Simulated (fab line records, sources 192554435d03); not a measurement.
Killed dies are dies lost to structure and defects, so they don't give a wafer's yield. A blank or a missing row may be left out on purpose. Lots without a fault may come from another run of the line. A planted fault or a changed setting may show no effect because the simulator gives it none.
Chamber matching | flow n5_finfet | N5_HKMG_FIN_ALD_36 on ald_metal-04: 4 sister chambers
The step deposits TiN, target thk 1 nm, pulse time 1 s, purge time 3 s. 4 wafers are shown with their chamber, then 10 later ones without.

WAFERS WITH THEIR CHAMBER
wafer  | chamber | heater_power_w (W)
L080.5 | 3       | 797
L083.6 | 2       | 905
L087.1 | 1       | 937
L087.2 | 0       | 885

WAFERS WITHOUT THEIR CHAMBER
wafer  | heater_power_w (W)
L087.3 | 881
L093.1 | 898
L093.5 | 961
L093.6 | 904
L091.2 | 813
L091.4 | 880
L091.6 | 953
L095.2 | 915
L095.3 | 866
L095.4 | 882

WHICH CHAMBER EACH WENT THROUGH
wafer  | from the rows above          | in truth
L087.3 | can't be placed: 0 or 2      | 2
L093.1 | can't be placed: 2 or 0      | 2
L093.5 | 1                            | 1
L093.6 | can't be placed: 2 or 0      | 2
L091.2 | 3                            | 3
L091.4 | can't be placed: 0 or 2      | 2
L091.6 | 1                            | 1
L095.2 | can't be placed: 2 or 1 or 0 | 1
L095.3 | can't be placed: 0 or 2      | 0
L095.4 | can't be placed: 0 or 2      | 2
Placed correctly: 3 of 10. Can't be placed from these rows: 7 (the true chamber is among the candidates in 7). Placed wrongly: 0.
How it was worked out, from the rows above alone: a wafer's distance from a chamber is the root of the sum, over the readings, of the square of ((its reading less the chamber's mean) divided by the reading's scatter). The wafer belongs to the nearest chamber; if the next one is less than 2 further off, it can't be placed. A chamber's mean is the mean of its shown wafers. The scatter: with one shown wafer a chamber, the root of the mean of the squares of how far each hidden wafer lies from its nearest shown one.
